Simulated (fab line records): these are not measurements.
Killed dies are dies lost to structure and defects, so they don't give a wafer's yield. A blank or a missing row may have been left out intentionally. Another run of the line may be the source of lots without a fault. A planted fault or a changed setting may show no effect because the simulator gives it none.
Shared-tool check | flow nand harc | 11 lots, 33 wafers sampled

## THE REASON FOR OPENING IT
At NHARC_A_M1_CD_MEAS_09 the reading cd nm is flagged on 2 of 11 lots. Wafers without a fault read 120.3 nm, standard deviation 0.41.
Rule: flag the lot when none of its wafers has a number, or when each of its wafers that has one lies beyond 4 standard deviations from that mean. The other lots count as sound.

lot  | measured     | on        | cd nm (nm), wafer by wafer | flag
L821 | day 17 22:20 | cd sem-03 | 120.0 119.9 120.5          |
L825 | day 18 03:44 | cd sem-03 | 120.0 119.9 119.9          |
L824 | day 18 07:00 | cd sem-02 | 120.1 120.1 120.6          |
L826 | day 18 14:49 | cd sem-02 | 121.0 120.6 120.1          |
L827 | day 19 05:02 | cd sem-03 | 120.0 120.9 120.4          |
L832 | day 20 20:56 | cd sem-02 | 113.5 114.5 113.4          | FLAGGED
L837 | day 21 18:09 | cd sem-02 | 113.6 113.8 113.6          | FLAGGED
L839 | day 22 00:13 | cd sem-03 | 119.9 120.4 120.7          |
L838 | day 22 15:13 | cd sem-01 | 120.9 120.4 120.3          |
L840 | day 22 15:22 | cd sem-01 | 120.1 120.4 120.5          |
L843 | day 23 18:01 | cd sem-02 | 120.7 120.5 120.3          |
The numbers of the flagged lots are 113.7 nm on average: -6.6 nm against the usual, or -16 standard deviations.

## WHICH TOOL RAN EACH LOT
Before the reading, the record contains 2 process steps out of a 1159-step route. Each cell gives the tool, then ch followed by the chambers the sampled wafers passed through, then the start.
lot  | flag    | NHARC_A_M0_DEP_32               | NHARC_A_M1_PEB_07
L821 |         | pecvd-03 ch 0,1, day 17 21:05   | litho track-04 ch 0, day 17 22:16
L825 |         | pecvd-02 ch 0,2, day 18 02:35   | litho track-01 ch 0, day 18 03:40
L824 |         | pecvd-01 ch 1,2, day 18 05:49   | litho track-04 ch 0, day 18 06:55
L826 |         | pecvd-03 ch 0,2, day 18 13:42   | litho track-04 ch 0, day 18 14:44
L827 |         | pecvd-03 ch 0,1,2, day 19 03:45 | litho track-06 ch 0, day 19 04:57
L832 | FLAGGED | pecvd-02 ch 0,1,2, day 20 19:45 | litho track-04 ch 0, day 20 20:51
L837 | FLAGGED | pecvd-01 ch 0,2, day 21 16:52   | litho track-04 ch 0, day 21 18:04
L839 |         | pecvd-01 ch 0,2, day 21 23:05   | litho track-01 ch 0, day 22 00:08
L838 |         | pecvd-01 ch 1,2, day 22 13:59   | litho track-01 ch 0, day 22 15:08
L840 |         | pecvd-03 ch 0,1,2, day 22 14:07 | litho track-06 ch 0, day 22 15:17
L843 |         | pecvd-03 ch 0,1,2, day 23 16:44 | litho track-01 ch 0, day 23 17:56
What is done by these steps:
- NHARC_A_M0_DEP_32: deposits SiCN, target thk 30 nm.
- NHARC_A_M1_PEB_07: peb time 65 s.
- NHARC_A_M1_CD_MEAS_09: target cd 120 nm.

## FLAGGED AGAINST TOTAL, ONE TOOL AT A TIME (gauges that did the reading follow at the end)
step                  | tool           | lots run | flagged | share of the flagged lots | sound lots run after its first flagged lot
NHARC_A_M0_DEP_32     | pecvd-01       | 4        | 1       | some                      | 2 (L839,L838)
NHARC_A_M0_DEP_32     | pecvd-02       | 2        | 1       | some                      | 0
NHARC_A_M0_DEP_32     | pecvd-03       | 5        | 0       | none                      | -
NHARC_A_M1_PEB_07     | litho track-01 | 4        | 0       | none                      | -
NHARC_A_M1_PEB_07     | litho track-04 | 5        | 2       | all                       | 0
NHARC_A_M1_PEB_07     | litho track-06 | 2        | 0       | none                      | -
NHARC_A_M1_CD_MEAS_09 | cd sem-01      | 2        | 0       | none                      | -
NHARC_A_M1_CD_MEAS_09 | cd sem-02      | 5        | 2       | all                       | 1 (L843)
NHARC_A_M1_CD_MEAS_09 | cd sem-03      | 4        | 0       | none                      | -

## WHAT THE TABLE PERMITS
Table rows that saw every flagged lot: 2, namely litho track-04 at NHARC_A_M1_PEB_07 and cd sem-02 at NHARC_A_M1_CD_MEAS_09.
- litho track-04 at NHARC_A_M1_PEB_07: 2 of its 5 lots flagged. Its last sound lot is L826 (day 18 14:44), its first flagged lot L832 (day 20 20:51): a fault that began between those two fits. Its own readings (heater power total W) fall more than 4 standard deviations out on all wafers of the flagged lots.
- cd sem-02 at NHARC_A_M1_CD_MEAS_09: 2 of its 5 lots flagged. Lots that were sound ran on it after the first flagged one (L843); a persistent fault on the entire tool would not allow that.
litho track-04 at NHARC_A_M1_PEB_07 is the single tool remaining.

## WHAT THE SIMULATOR HAD PUT IN
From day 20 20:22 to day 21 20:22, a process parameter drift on litho track-04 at NHARC_A_M1_PEB_07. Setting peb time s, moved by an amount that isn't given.
Shown lots that were struck: L832, L837. The rule above reached the same finding.
